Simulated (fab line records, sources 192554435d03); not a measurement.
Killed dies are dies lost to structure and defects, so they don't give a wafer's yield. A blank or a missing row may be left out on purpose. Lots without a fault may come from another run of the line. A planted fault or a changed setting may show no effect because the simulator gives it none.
Chamber matching | flow n5_finfet | N5_BEOL_M0_SAQP_ILD_DEP_01 on pecvd-03: 3 sister chambers
The step deposits SiOC from DEMS/O2, target thk 45.419 nm, time 8.7 s. 24 wafers are shown with their chamber, then 12 later ones without.

WAFERS WITH THEIR CHAMBER
wafer  | chamber | throttle_valve_pct (%) | heater_power_w (W) | showerhead_plenum_p_Torr (Torr)
L076.2 | 2       | 10.8                   | 426                | 5.695
L076.3 | 1       | 13.4                   | 439                | 5.693
L076.5 | 0       | 13.7                   | 568                | 5.697
L077.2 | 2       | 11.3                   | 428                | 5.708
L077.4 | 0       | 13.5                   | 557                | 5.702
L077.6 | 2       | 11.1                   | 420                | 5.692
L079.1 | 1       | 13.3                   | 446                | 5.684
L079.2 | 0       | 13.3                   | 550                | 5.694
L079.4 | 1       | 13.2                   | 432                | 5.688
L081.2 | 1       | 13.1                   | 438                | 5.693
L081.4 | 1       | 13.2                   | 442                | 5.694
L081.6 | 0       | 13.6                   | 477                | 5.692
L082.1 | 1       | 13.1                   | 405                | 5.697
L082.4 | 1       | 13.1                   | 405                | 5.693
L082.6 | 2       | 11.1                   | 402                | 5.707
L085.2 | 1       | 13.3                   | 389                | 5.690
L085.4 | 2       | 11.3                   | 458                | 5.700
L085.6 | 0       | 13.5                   | 549                | 5.697
L087.3 | 2       | 11.2                   | 445                | 5.706
L087.4 | 1       | 13.1                   | 419                | 5.697
L087.5 | 0       | 13.3                   | 514                | 5.688
L092.2 | 1       | 13.3                   | 449                | 5.698
L092.3 | 0       | 13.4                   | 500                | 5.704
L092.5 | 2       | 11.1                   | 414                | 5.683

SIGNATURES (means of the wafers above)
reading                  | chamber 0 | chamber 1 | chamber 2 | scatter within a chamber
throttle_valve_pct       | 13.471    | 13.210    | 11.129    | 0.141
heater_power_w           | 530.71    | 426.40    | 427.57    | 24.7
showerhead_plenum_p_Torr | 5.69629   | 5.69270   | 5.69871   | 0.00645
Rule: a wafer's distance from a chamber is the root of the sum, over the readings, of the square of ((its reading less the chamber's mean) divided by the reading's scatter). The wafer belongs to the nearest chamber; if the next one is less than 2 further off, it can't be placed. The scatter: the root of (the sum of the squares of (reading less its chamber's mean) over the shown wafers, divided by (wafers less chambers)).

WAFERS WITHOUT THEIR CHAMBER
wafer  | throttle_valve_pct (%) | heater_power_w (W) | showerhead_plenum_p_Torr (Torr)
L094.3 | 11.0                   | 446                | 5.711
L094.4 | 13.6                   | 529                | 5.701
L094.5 | 11.1                   | 444                | 5.680
L095.1 | 13.0                   | 449                | 5.692
L095.3 | 10.9                   | 445                | 5.705
L095.4 | 11.3                   | 445                | 5.696
L097.1 | 13.7                   | 576                | 5.704
L097.2 | 11.4                   | 376                | 5.699
L097.3 | 13.1                   | 447                | 5.686
L097.4 | 11.1                   | 381                | 5.710
L097.5 | 13.5                   | 552                | 5.688
L097.6 | 13.1                   | 452                | 5.697

WHICH CHAMBER EACH WENT THROUGH
wafer  | from the rows above | in truth
L094.3 | 2                   | 2
L094.4 | 0                   | 0
L094.5 | 2                   | 2
L095.1 | 1                   | 1
L095.3 | 2                   | 2
L095.4 | 2                   | 2
L097.1 | 0                   | 0
L097.2 | 2                   | 2
L097.3 | 1                   | 1
L097.4 | 2                   | 2
L097.5 | 0                   | 0
L097.6 | 1                   | 1
Placed correctly: 12 of 12. Can't be placed from these rows: 0. Placed wrongly: 0.
